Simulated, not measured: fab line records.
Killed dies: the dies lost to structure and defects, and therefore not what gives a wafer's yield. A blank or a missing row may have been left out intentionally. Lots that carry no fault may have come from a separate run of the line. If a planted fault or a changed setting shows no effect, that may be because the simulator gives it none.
The tool behind it: which one?    flow nand_harc    38 wafers from 13 lots sampled at 2 of the route's 1302 steps

WHAT THE GAUGES READ, wafer by wafer
NHARC_A_ONON_D1_THK_MEAS_34: measures by ellipsometry. Usual: thk_nm at 200.2 nm, with a standard deviation of 2.4.
lot   measured      on             thk_nm (nm)        flag
L929  day 8 19:39   film_metro-02  197.7 201.1 200.7  
L930  day 9 14:16   film_metro-02  198.9 200.1 200.4  
L936  day 12 07:56  film_metro-01  198.8 194.5 199.0  
L937  day 12 15:02  film_metro-01  197.0 203.8        
L940  day 13 18:50  film_metro-01  201.8 203.4 202.0  
L942  day 14 17:10  film_metro-01  197.3 198.0 199.9  
L943  day 15 01:41  film_metro-01  202.8 203.8 202.4  
L945  day 16 04:21  film_metro-01  197.8 199.8 203.1  
L947  day 16 11:49  film_metro-01  202.0 201.3 202.6  
L946  day 16 11:58  film_metro-01  199.0 198.4 197.7  
L948  day 17 04:28  film_metro-02  198.5 200.2 196.4  
L950  day 17 19:46  film_metro-02  196.2 196.4 200.5  
L949  day 17 19:47  film_metro-02  197.1 199.2 200.3  

WHICH TOOL RAN EACH LOT (tool, then ch and the chambers of the sampled wafers, then the start)
lot   NHARC_P_BONDPAD_CMP_19
L929  cmp-04 ch 1,2, day 7 09:31
L930  cmp-01 ch 0,3, day 8 01:01
L936  cmp-04 ch 0,1, day 10 14:34
L937  cmp-04 ch 0,1, day 11 00:44
L940  cmp-02 ch 1,2,3, day 12 02:01
L942  cmp-02 ch 0,2,3, day 12 23:34
L943  cmp-02 ch 0,2, day 13 11:09
L945  cmp-02 ch 0,1,2, day 14 13:03
L947  cmp-04 ch 0,1, day 14 18:41
L946  cmp-02 ch 0,2,3, day 14 19:32
L948  cmp-04 ch 1,2,3, day 15 07:06
L950  cmp-04 ch 1,3, day 15 23:27
L949  cmp-02 ch 0,1, day 16 00:23
- NHARC_P_BONDPAD_CMP_19: polishes, t overpolish 30 s, cu recess touch 16 s, target thk 160.81 nm.

WHAT THE TOOLS THEMSELVES READ (means of the sampled wafers that have a number; where no wafer has one, the mark that the record gives instead)
NHARC_P_BONDPAD_CMP_19. Usual: motor_current_A 12.0 A, standard deviation 1.1; overpolish_run_s 30.000 s, standard deviation 0.0087; slurry_flow_ml_min 149.9, standard deviation 0.52.
lot   tool    motor_current_A (A)  overpolish_run_s (s)  slurry_flow_ml_min  flag
L929  cmp-04  10.9                 29.998                150.4               
L930  cmp-01  12.1                 30.008                150.9               
L936  cmp-04  11.6                 29.994                150.2               
L937  cmp-04  11.6                 29.994                149.7               
L940  cmp-02  13.0                 29.999                150.1               
L942  cmp-02  12.5                 30.005                150.0               
L943  cmp-02  11.9                 30.006                149.5               
L945  cmp-02  11.6                 29.999                149.9               
L947  cmp-04  12.1                 30.002                149.5               
L946  cmp-02  12.5                 29.997                150.1               
L948  cmp-04  11.2                 29.989                149.8               
L950  cmp-04  11.9                 30.010                149.7               
L949  cmp-02  12.0                 30.011                149.9               

THE ANSWER, worked out from the rows above alone
Rule: a lot counts as off when the mean over its wafers that have a number is more than 3 standard deviations away from the usual mean. Also off: a lot with no number at a reading for which 4 or more lots have one. All remaining lots with rows at the step are treated as sound. After the gauges, taken in route order, come the tools' own readings; for these a lot's mean is taken, as printed above. The first step at which some lot is off is used, and at that step the reading that is off furthest; a lot without a number counts as furthest.
None of the lots is off at any reading shown; this tells nothing.

WHAT WAS PUT IN BY THE SIMULATOR
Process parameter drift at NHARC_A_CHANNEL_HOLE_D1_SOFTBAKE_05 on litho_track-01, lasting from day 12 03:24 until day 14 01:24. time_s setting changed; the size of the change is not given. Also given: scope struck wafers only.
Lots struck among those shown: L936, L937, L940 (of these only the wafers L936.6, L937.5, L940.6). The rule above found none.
